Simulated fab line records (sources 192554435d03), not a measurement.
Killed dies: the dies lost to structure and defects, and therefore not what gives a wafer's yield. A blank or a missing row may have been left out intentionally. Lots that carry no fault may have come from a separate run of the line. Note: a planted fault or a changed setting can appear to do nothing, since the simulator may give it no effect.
Split-lot study ; flow n5Finfet ; 39 wafers read across 7 lots, on a route 1938 steps long

## THE SPLIT
At N5_BEOL_M7_ILD_DEP_00 (deposits SiCOH lowk from DEMS/porogen, target thk 179.75 nm, time 33.4 s), the setting timeS was moved away from the recipe's 33.4 s on 12 of the 39 wafers read, by -28.6% to +43.0%. All remaining wafers had this setting at the recipe value.

## FROM SPLIT TO READING: 1 step shown by the file between the two
- N5_BEOL_M7_CURE_74: cures SiCOH lowk, time 240 s

## THE READING
M7_ILD_THK, in nm, at N5_BEOL_M7_THK_MEAS_01. Fault-free wafers of this fab line usually give 155.4 nm, standard deviation 1.9 nm.

wafer;tool, chamber at the split;timeS as run, s;against the recipe;M7_ILD_THK, nm;against lot-mates on the recipe
L075.1;pecvd-02, 0;33.4;recipe;153.7;-
L075.2;pecvd-02, 1;33.4;recipe;154.2;-
L075.3;pecvd-02, 2;33.4;recipe;155.1;-
L075.4;pecvd-02, 1;33.4;recipe;155.8;-
L075.5;pecvd-02, 0;33.4;recipe;157.1;-
L075.6;pecvd-02, 2;33.4;recipe;157.9;-
L081.1;pecvd-01, 0;23.84;-28.6%;112.1;-46.1
L081.2;pecvd-01, 1;23.84;-28.6%;110.4;-47.8
L081.3;pecvd-01, 2;23.84;-28.6%;110.8;-47.4
L081.4;pecvd-01, 1;33.4;recipe;159.4;-
L081.5;pecvd-01, 2;33.4;recipe;157.9;-
L081.6;pecvd-01, 0;33.4;recipe;157.4;-
L084.1;pecvd-01, 1;47.77;+43.0%;217.1;+62.2
L084.2;pecvd-01, 2;33.4;recipe;153.4;-
L084.3;pecvd-01, 0;47.77;+43.0%;217.5;+62.6
L084.4;pecvd-01, 1;33.4;recipe;155.5;-
L084.5;pecvd-01, 0;47.77;+43.0%;222.0;+67.1
L084.6;pecvd-01, 2;33.4;recipe;155.7;-
L086.1;pecvd-04, 0,2;33.4;recipe;152.1;-
L086.2;pecvd-04, 1;33.4;recipe;155.1;-
L086.3;pecvd-04, 0,2;33.4;recipe;152.1;-
L086.4;pecvd-04, 1;33.4;recipe;156.0;-
L086.5;pecvd-04, 2;33.4;recipe;155.0;-
L086.6;pecvd-04, 0;33.4;recipe;157.3;-
L090.1;pecvd-01, 0;33.4;recipe;153.8;-
L090.2;pecvd-01, 1;33.4;recipe;155.8;-
L090.3;pecvd-01, 2;45.17;+35.2%;209.1;+53.9
L090.4;pecvd-01, 2;33.4;recipe;156.1;-
L090.5;pecvd-01, 1;45.17;+35.2%;210.8;+55.6
L090.6;pecvd-01, 0;45.17;+35.2%;209.1;+53.9
L092.1;pecvd-01, 0,2;44.29;+32.6%;205.4;+47.5
L092.2;pecvd-01, 1;33.4;recipe;156.9;-
L092.3;pecvd-01, 0,2;44.29;+32.6%;205.5;+47.6
L092.4;pecvd-01, 2;44.29;+32.6%;208.6;+50.7
L092.5;pecvd-01, 0;33.4;recipe;158.6;-
L092.6;pecvd-01, 1;33.4;recipe;158.3;-
L096.1;pecvd-01, 2;33.4;recipe;153.1;-
L096.3;pecvd-01, 1;33.4;recipe;151.8;-
L096.6;pecvd-01, 1;33.4;recipe;156.9;-
When a row names more than one chamber, that row covers several wafers, and the file does not tell which wafer ran in which chamber.

THE FIT
A straight line over all 39 wafers: M7_ILD_THK changes by +1.52 nm for each +1% of timeS; r = +1.00; the points scatter about the line by 2.1 nm.
The same after taking each lot's own level away (the mean of its wafers on the recipe; 39 wafers): +1.54 nm for each +1%; r = +1.00; scatter 1.8 nm.
Per that fit: largest timeS move, reading shift of 66 nm.
From 153.93 to 158.23 nm: that is the span of the lots' own levels, equal to 2.3 times the standard deviation above.
The two slopes agree, so the slope changes little with the lot-to-lot level.
Check: with one of the wafers moved furthest among these (+43.0%) left out of the fit, the line predicts +66.1 nm for it against its lot-mates. Against them it came out at +62.2 nm.

## THE WHOLE CHAIN: every reading that the file lists as answering this split, in the file's order
step;what it does;reading;change (the file's fit);r (the file's)
N5_BEOL_M7_ILD_DEP_00;deposits SiCOH lowk from DEMS/porogen, target thk 179.75 nm, time 33.4 s;SiCOH_lowk_of_BEOL_M7_ILD_DEP_00.thkNm (the simulator's own value, which no gauge read);+1.75 nm for each +1% of the setting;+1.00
N5_BEOL_M7_CURE_74;cures SiCOH lowk, time 240 s;SiCOH_lowk_of_BEOL_M7_ILD_DEP_00.thkNm (the simulator's own value, which no gauge read);+1.53 nm for each +1% of the setting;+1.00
N5_BEOL_M7_THK_MEAS_01;;M7_ILD_THK;+1.53 for each +1% of the setting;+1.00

## THE FILE'S OWN FIT
M7_ILD_THK changes by +1.53 nm for each +1% of timeS, r = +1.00.
